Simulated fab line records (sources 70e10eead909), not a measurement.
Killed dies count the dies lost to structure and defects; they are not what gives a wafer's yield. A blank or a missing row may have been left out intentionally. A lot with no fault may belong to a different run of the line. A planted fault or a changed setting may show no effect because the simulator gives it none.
fab line records -- flow nand_harc
record: lots: 13, wafers: 39, last_day: 32
route steps=1302 shown P_M2@337 THIN_TSV@1276 END@1302
lots that met no fault: taken from a fault-free run of the same line
start_h: hours from the record's opening day to when the first of the lot's shown wafers began -- wait_h: hours from the lot's prior step to this one -- " unchanged from the row above -- L1.1+2: a row that stands for several wafers -- - value missing, or start not given -- * or withheld: withheld -- < > ~ a bound
route shown NAME@n: names a module that has steps shown in the file, with the first one's number in the route -- usual: mean/standard deviation of fault-free wafers -- same: alike in all rows -- chamber/n: place in a boat -- sites: the reading at each site -- _std_site: standard deviation across them -- _edge_site: mean of outer sites minus mean of inner sites -- radius_mm: for every site, how far away it sits from the centre of the wafer -- mask NAME#n: copy n -- behind: tool/chamber where the wafer was last shaped -- hold: what put the lot on hold/how long, in hours/how the hold closed -- device: which transistor (n, p or np) failed to switch -- end of line: at the end of the route, the tests of the same wafers -- for a step that has no rows: nothing shown but its recipe -- killed: dies that structure and defects cost at the first sort, which is not the same as the wafer's yield -- map: shows each die of a wafer: x if killed, . if not, _ if none is there
set.NAME: the setting as run; set.NAME@STEP: as run at that earlier step -- model.NAME: the simulator's own value behind a step, which no gauge read
the route's steps for a sample of lots (tables are steps, rows are wafers)
services: the hour from which a tool's chamber was out of use, counted from the record's first day as start_h (under 0 if before that day), plus the number of hours and why
== steps ==
step: NHARC_P_M2_STRIP_19
recipe: time_s: 600, temp_c: 30, chemistry: post_etch_residue_remover
lot.wafer,tool,chamber,start_h,wait_h
L191.5+6+1,wet_bench-08,"0,2,4",133.52,-
L192.3+1+4,wet_bench-10,"4,5,7",134.87,-
L193.1+5+3,wet_bench-08,"4,7,1",162.03,-
L195.2+5+4,wet_bench-08,"0,1,5",173.41,-
L197.5+1+4,wet_bench-08,"6,1,2",187.50,-
L198.5+3+4,wet_bench-08,"3,5,6",205.87,-
L199.1+6+3,wet_bench-10,"2,4,5",206.31,-
L200.1+5+4,wet_bench-10,"4,5,7",219.22,-
L201.3+6+4,wet_bench-08,"3,4,5",231.35,-
L202.5+3+6,wet_bench-10,"3,6,7",238.96,-
L204.6+2+5,wet_bench-08,"4,5,7",261.16,-
L210.1+5+6,wet_bench-10,"7,1,4",320.81,-
L213.3+5+2,wet_bench-08,"5,0,1",353.96,-
step: NHARC_THIN_TSV_CMP_21
recipe: t_overpolish_s: 30, target_thk_nm: 2000
usual: motor_current_A: 12.1/1.4, overpolish_run_s: 29.999/0.009, slurry_filter_dp_kPa: 13.50/0.13
lot.wafer,tool,chamber,start_h,wait_h,motor_current_A,overpolish_run_s,slurry_filter_dp_kPa
L191.1,cmp-02,0,557.01,-,8.9,29.992,13.46
L191.6,cmp-02,1,557.01,-,12.1,29.995,13.75
L191.5,cmp-02,2,557.01,-,12.9,29.990,13.31
L192.4,cmp-03,1,564.53,-,12.7,30.003,13.49
L192.1,cmp-03,2,564.53,-,11.3,30.008,13.39
L192.3,cmp-03,0,564.53,-,12.8,30.015,13.58
L195.2,cmp-03,3,576.22,-,15.0,30.017,13.39
L195.4,cmp-03,1,576.22,-,13.2,29.989,13.75
L195.5,cmp-03,0,576.22,-,12.5,29.991,13.49
L193.1,cmp-02,0,577.64,-,8.7,30.014,13.57
L193.3,cmp-02,1,577.64,-,12.5,30.005,13.49
L193.5,cmp-02,3,577.64,-,12.5,30.005,13.52
L197.1,cmp-02,1,616.74,-,12.5,29.992,13.56
L197.4,cmp-02,0,616.74,-,9.2,30.002,13.44
L197.5,cmp-02,1,616.74,-,12.5,29.996,13.51
L198.3,cmp-04,2,626.16,-,12.3,30.006,13.65
L198.4,cmp-04,3,626.16,-,13.3,29.983,13.35
L198.5,cmp-04,1,626.16,-,11.5,30.004,13.77
L199.1,cmp-04,2,627.37,-,12.6,29.993,13.57
L199.3,cmp-04,3,627.37,-,13.2,29.977,13.65
L199.6,cmp-04,0,627.37,-,12.6,29.993,13.57
L202.3,cmp-02,2,662.13,-,12.2,30.005,13.28
L202.5,cmp-02,3,662.13,-,12.4,29.996,13.75
L202.6,cmp-02,0,662.13,-,9.0,29.997,13.51
L200.1,cmp-04,2,663.37,-,12.5,30.004,13.61
L200.4,cmp-04,0,663.37,-,12.5,29.993,13.39
L200.5,cmp-04,2,663.37,-,12.5,30.007,13.58
L201.4,cmp-02,1,667.99,-,12.9,30.004,13.77
L201.3,cmp-02,3,667.99,-,12.5,29.996,13.45
L201.6,cmp-02,2,667.99,-,12.3,29.989,13.39
L204.2,cmp-02,3,687.02,-,12.3,29.985,13.40
L204.6,cmp-02,1,687.02,-,13.0,29.999,13.66
L204.5,cmp-02,2,687.02,-,12.1,30.002,13.56
L210.1,cmp-03,2,751.70,-,11.5,29.997,13.60
L210.5,cmp-03,2,751.70,-,11.8,30.000,13.62
L210.6,cmp-03,3,751.70,-,14.5,30.009,13.45
L213.3,cmp-02,1,762.99,-,12.8,29.999,13.47
L213.2,cmp-02,2,762.99,-,11.7,29.994,13.56
L213.5,cmp-02,1,762.99,-,12.7,30.001,13.55
step: NHARC_THIN_TSV_DEGAS_53
recipe: temp_c: 300, time_s: 60
usual: heater_power_w: 460/48
lot.wafer,tool,chamber,start_h,wait_h,heater_power_w
L191.1,pvd_sputter-01,-,557.37,0.1,356
L191.6,pvd_sputter-01,-,557.37,0.1,362
L191.5,pvd_sputter-01,-,557.37,0.1,432
L192.1,pvd_sputter-01,-,565.00,0.1,350
L192.4,pvd_sputter-01,-,565.00,0.1,431
L192.3,pvd_sputter-01,-,565.00,0.1,487
L195.4,pvd_sputter-03,-,576.68,0.1,493
L195.2,pvd_sputter-03,-,576.68,0.1,473
L195.5,pvd_sputter-03,-,576.68,0.1,449
L193.1,pvd_sputter-01,-,578.09,0.1,466
L193.3,pvd_sputter-01,-,578.09,0.1,418
L193.5,pvd_sputter-01,-,578.09,0.1,433
L197.1,pvd_sputter-02,-,617.20,0.1,534
L197.4,pvd_sputter-02,-,617.20,0.1,441
L197.5,pvd_sputter-02,-,617.20,0.1,486
L198.4,pvd_sputter-01,-,626.60,0.1,422
L198.3,pvd_sputter-01,-,626.60,0.1,478
L198.5,pvd_sputter-01,-,626.60,0.1,418
L199.1,pvd_sputter-03,-,627.79,0.1,447
L199.3,pvd_sputter-03,-,627.79,0.1,478
L199.6,pvd_sputter-03,-,627.79,0.1,490
L202.3,pvd_sputter-02,-,662.52,0.1,508
L202.6,pvd_sputter-02,-,662.52,0.1,484
L202.5,pvd_sputter-02,-,662.52,0.1,426
L200.4,pvd_sputter-03,-,663.87,0.1,461
L200.1,pvd_sputter-03,-,663.87,0.1,498
L200.5,pvd_sputter-03,-,663.87,0.1,468
L201.3,pvd_sputter-03,-,668.44,0.1,446
L201.4,pvd_sputter-03,-,668.44,0.1,509
L201.6,pvd_sputter-03,-,668.44,0.1,438
L204.2,pvd_sputter-01,-,687.44,0.1,480
L204.6,pvd_sputter-01,-,687.44,0.1,339
L204.5,pvd_sputter-01,-,687.44,0.1,427
L210.1,pvd_sputter-03,-,752.18,0.1,512
L210.5,pvd_sputter-03,-,752.18,0.1,481
L210.6,pvd_sputter-03,-,752.18,0.1,501
L213.2,pvd_sputter-03,-,763.41,0.1,487
L213.3,pvd_sputter-03,-,763.41,0.1,501
L213.5,pvd_sputter-03,-,763.41,0.1,485
step: NHARC_THIN_TSV_PRE_CLEAN_54
recipe: time_s: 30, temp_c: 280, gas: H2/He
usual: heater_power_w: 403/41
lot.wafer,tool,chamber,start_h,wait_h,heater_power_w
L191.1,pvd_sputter-01,-,557.47,0.1,410
L191.6,pvd_sputter-01,-,557.47,0.1,303
L191.5,pvd_sputter-01,-,557.47,0.1,388
L192.1,pvd_sputter-01,-,565.06,0.1,397
L192.3,pvd_sputter-01,-,565.06,0.1,419
L192.4,pvd_sputter-01,-,565.06,0.1,315
L195.4,pvd_sputter-03,-,576.75,0.1,405
L195.2,pvd_sputter-03,-,576.75,0.1,386
L195.5,pvd_sputter-03,-,576.75,0.1,443
L193.3,pvd_sputter-01,-,578.14,0.0,364
L193.1,pvd_sputter-01,-,578.14,0.0,314
L193.5,pvd_sputter-01,-,578.14,0.0,315
L197.1,pvd_sputter-02,-,617.27,0.1,425
L197.4,pvd_sputter-02,-,617.27,0.1,434
L197.5,pvd_sputter-02,-,617.27,0.1,439
L198.4,pvd_sputter-01,-,626.67,0.1,299
L198.3,pvd_sputter-01,-,626.67,0.1,370
L198.5,pvd_sputter-01,-,626.67,0.1,373
L199.1,pvd_sputter-03,-,627.86,0.1,433
L199.3,pvd_sputter-03,-,627.86,0.1,387
L199.6,pvd_sputter-03,-,627.86,0.1,443
L202.3,pvd_sputter-02,-,662.61,0.1,379
L202.5,pvd_sputter-02,-,662.61,0.1,439
L202.6,pvd_sputter-02,-,662.61,0.1,447
L200.1,pvd_sputter-03,-,663.96,0.0,412
L200.4,pvd_sputter-03,-,663.96,0.0,439
L200.5,pvd_sputter-03,-,663.96,0.0,412
L201.4,pvd_sputter-03,-,668.54,0.1,450
L201.3,pvd_sputter-03,-,668.54,0.1,429
L201.6,pvd_sputter-03,-,668.54,0.1,400
L204.2,pvd_sputter-01,-,687.52,0.1,366
L204.6,pvd_sputter-01,-,687.52,0.1,305
L204.5,pvd_sputter-01,-,687.52,0.1,375
L210.1,pvd_sputter-03,-,752.27,0.1,423
L210.5,pvd_sputter-03,-,752.27,0.1,431
L210.6,pvd_sputter-03,-,752.27,0.1,422
L213.2,pvd_sputter-03,-,763.49,0.1,461
L213.3,pvd_sputter-03,-,763.49,0.1,426
L213.5,pvd_sputter-03,-,763.49,0.1,423
step: NHARC_END_SORT_01
recipe: temp_c: 25
usual: defect_limited_yield: 91.6/2.6, killed_at_array: 51/17, killed_at_other: 1.6/2.1, killed_at_periphery: 4/3.2, killed_dies: 57/18, killed_open: 2.9/1.7, killed_short: 2.3/1.3, sort_bin_2_pct: 3.0/1.2, sort_bin_3_pct: 0.7/0.43, sort_bin_4_pct: 4.7/1.4, sort_n_pass: 620/18, sort_rim_yield_pct: 87/4.8, sort_yield_pct: 91.6/2.6
same: gross_dies: 677, sort_bin_5_pct[%]: 0, sort_bin_6_pct[%]: 0, sort_bin_7_pct[%]: 0, sort_bin_8_pct[%]: 0, sort_rim_n_gross: 106.00
lot.wafer,tool,chamber,start_h,wait_h,defect_limited_yield[%],killed_at_array,killed_at_other,killed_at_periphery,killed_dies,killed_open,killed_short,sort_bin_2_pct[%],sort_bin_3_pct[%],sort_bin_4_pct[%],sort_n_pass,sort_rim_yield_pct[%],sort_yield_pct[%]
L210.1,prober-01,0,762.47,2.5,90.7,54,6,3,63,2,2,2.5,1.2,5.6,614,83,90.7
L210.5,prober-01,0,765.67,3.7,91.6,50,5,2,57,1,3,3.0,0.4,5.0,620,88,91.6
L210.6,prober-01,0,766.48,4.0,84.6,49,4,51,104,3,1,5.3,3.8,6.2,573,76,84.6
killed by level:class
L210.1 A_SLIT:chamber_film_flake=22 A_CHANNEL_HOLE_D2:chamber_film_flake=16 A_CHANNEL_HOLE_D1:chamber_film_flake=6 THIN_TSV:chamber_film_flake=5 A_CONTACT:chamber_film_flake=4 P_ZERO_WELL:chamber_film_flake=2 A_CHANNEL_FILL_D2:chamber_film_flake=2 A_CHANNEL_FILL_D1:geometric_particle:short=1
L210.5 A_SLIT:chamber_film_flake=19 A_CHANNEL_HOLE_D2:chamber_film_flake=10 A_CHANNEL_HOLE_D1:chamber_film_flake=9 THIN_TSV:chamber_film_flake=5 A_CHANNEL_HOLE_D2:geometric_particle:short=2 A_CHANNEL_FILL_D1:chamber_film_flake=2 A_STAIRCASE:chamber_film_flake=2 A_CONTACT:chamber_film_flake=2
L210.6 P_M2:unspecified=48 A_CHANNEL_HOLE_D2:chamber_film_flake=16 A_CHANNEL_HOLE_D1:chamber_film_flake=14 A_SLIT:chamber_film_flake=12 THIN_TSV:chamber_film_flake=4 P_M0:geometric_particle:open=2 A_CONTACT:chamber_film_flake=2 P_CONTACT:geometric_particle:open=1
== services ==
tool,chamber,start_h,hours,kind
wet_bench-08,-,118.40,8.0,pm
cmp-02,-,134.50,4.0,pm
cmp-02,-,175.70,3.2,repair
pvd_sputter-03,-,177.59,10.0,pm
pvd_sputter-03,-,188.46,6.7,repair
cmp-02,-,193.78,1.7,repair
pvd_sputter-01,-,223.88,3.4,repair
pvd_sputter-03,-,254.17,5.1,repair
pvd_sputter-01,-,288.30,2.2,repair
wet_bench-08,-,294.40,8.0,pm
pvd_sputter-03,-,355.59,10.0,pm
pvd_sputter-03,-,397.27,1.6,repair
pvd_sputter-01,-,405.27,10.0,pm
pvd_sputter-03,-,441.29,12.5,repair
pvd_sputter-01,-,446.03,3.1,repair
pvd_sputter-01,-,462.71,7.3,repair
wet_bench-08,-,470.40,8.0,pm
pvd_sputter-01,-,523.24,3.0,repair
pvd_sputter-03,-,533.59,10.0,pm
pvd_sputter-01,-,583.27,10.0,pm
wet_bench-08,-,646.40,8.0,pm
pvd_sputter-03,-,711.59,10.0,pm
pvd_sputter-03,-,745.91,6.2,repair
pvd_sputter-01,-,761.27,10.0,pm
== key ==
first_sign: step: NHARC_END_SORT_01, reading: killed_at_periphery, direction: up, sigmas: 15, usual: 4, struck: 51
effect: step: NHARC_END_SORT_01, reading: killed_dies, direction: up, sigmas: 2.7, usual: 57, struck: 104
more_kills_born_at: NHARC_P_M2_STRIP_19@wet_bench-10: 48
met_at NHARC_P_M2_STRIP_19
struck_lots L210
struck_wafers L210.6
not_acting_at NHARC_THIN_TSV_CMP_21,NHARC_THIN_TSV_DEGAS_53,NHARC_THIN_TSV_PRE_CLEAN_54
onset_between 219.22 320.81
fault: kind: chamber_particle_source, tool: wet_bench-10, chamber: 4, onset_h: 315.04, steps: NHARC_P_M2_STRIP_19, rate_per_visit_cm2: 0.62384, end_h: 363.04
